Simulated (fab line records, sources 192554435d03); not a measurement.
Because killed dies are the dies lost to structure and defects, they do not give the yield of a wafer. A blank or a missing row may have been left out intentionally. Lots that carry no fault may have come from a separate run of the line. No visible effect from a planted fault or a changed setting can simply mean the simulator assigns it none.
Matching of chambers || flow n5 finfet || N5_BEOL_M2_ETCH_63 on rie diel-06 has 4 sister chambers
The step etches SiARC in CF4, target depth 15.6 nm, time 26 s. 7 wafers are shown with their chamber, then 7 later ones without.

== WAFERS PAIRED WITH THEIR CHAMBERS ==
{"wafer": "L076.2", "chamber": 0, "showerhead plenum p Torr (Torr)": 2.16, "throttle valve pct (%)": 15.45}
{"wafer": "L081.5", "chamber": 1, "showerhead plenum p Torr (Torr)": 2.13, "throttle valve pct (%)": 15.73}
{"wafer": "L086.3", "chamber": 1, "showerhead plenum p Torr (Torr)": 2.13, "throttle valve pct (%)": 15.75}
{"wafer": "L091.2", "chamber": 3, "showerhead plenum p Torr (Torr)": 2.14, "throttle valve pct (%)": 15.89}
{"wafer": "L091.6", "chamber": 2, "showerhead plenum p Torr (Torr)": 2.21, "throttle valve pct (%)": 15.26}
{"wafer": "L092.1", "chamber": 3, "showerhead plenum p Torr (Torr)": 2.13, "throttle valve pct (%)": 15.91}
{"wafer": "L092.2", "chamber": 2, "showerhead plenum p Torr (Torr)": 2.21, "throttle valve pct (%)": 15.26}

== WAFERS MISSING THEIR CHAMBER ==
{"wafer": "L092.3", "showerhead plenum p Torr (Torr)": 2.12, "throttle valve pct (%)": 15.76}
{"wafer": "L095.1", "showerhead plenum p Torr (Torr)": 2.20, "throttle valve pct (%)": 15.29}
{"wafer": "L095.3", "showerhead plenum p Torr (Torr)": 2.15, "throttle valve pct (%)": 15.54}
{"wafer": "L095.6", "showerhead plenum p Torr (Torr)": 2.13, "throttle valve pct (%)": 15.93}
{"wafer": "L097.1", "showerhead plenum p Torr (Torr)": 2.14, "throttle valve pct (%)": 15.54}
{"wafer": "L097.3", "showerhead plenum p Torr (Torr)": 2.13, "throttle valve pct (%)": 15.93}
{"wafer": "L097.6", "showerhead plenum p Torr (Torr)": 2.14, "throttle valve pct (%)": 15.55}

== EACH ONE'S CHAMBER ==
{"wafer": "L092.3", "from the rows above": 1, "in truth": 1}
{"wafer": "L095.1", "from the rows above": 2, "in truth": 2}
{"wafer": "L095.3", "from the rows above": 0, "in truth": 0}
{"wafer": "L095.6", "from the rows above": 3, "in truth": 3}
{"wafer": "L097.1", "from the rows above": 0, "in truth": 0}
{"wafer": "L097.3", "from the rows above": 3, "in truth": 3}
{"wafer": "L097.6", "from the rows above": 0, "in truth": 0}
Placed correctly: 7 of 7. Not placeable from these rows: 0. Placed wrongly: 0.
How it was worked out, from the rows above alone: a wafer's distance from a chamber is the root of the sum, over the readings, of the square of ((its reading less the chamber's mean) divided by the reading's scatter). If the next closest chamber is less than 2 further off than the closest, the wafer can't be placed; otherwise it belongs to the closest. The mean given for a chamber averages the wafers shown for that chamber. The scatter is the square root of a quotient: the sum, over the shown wafers, of each reading's squared deviation from its chamber's mean, divided by wafers minus chambers.
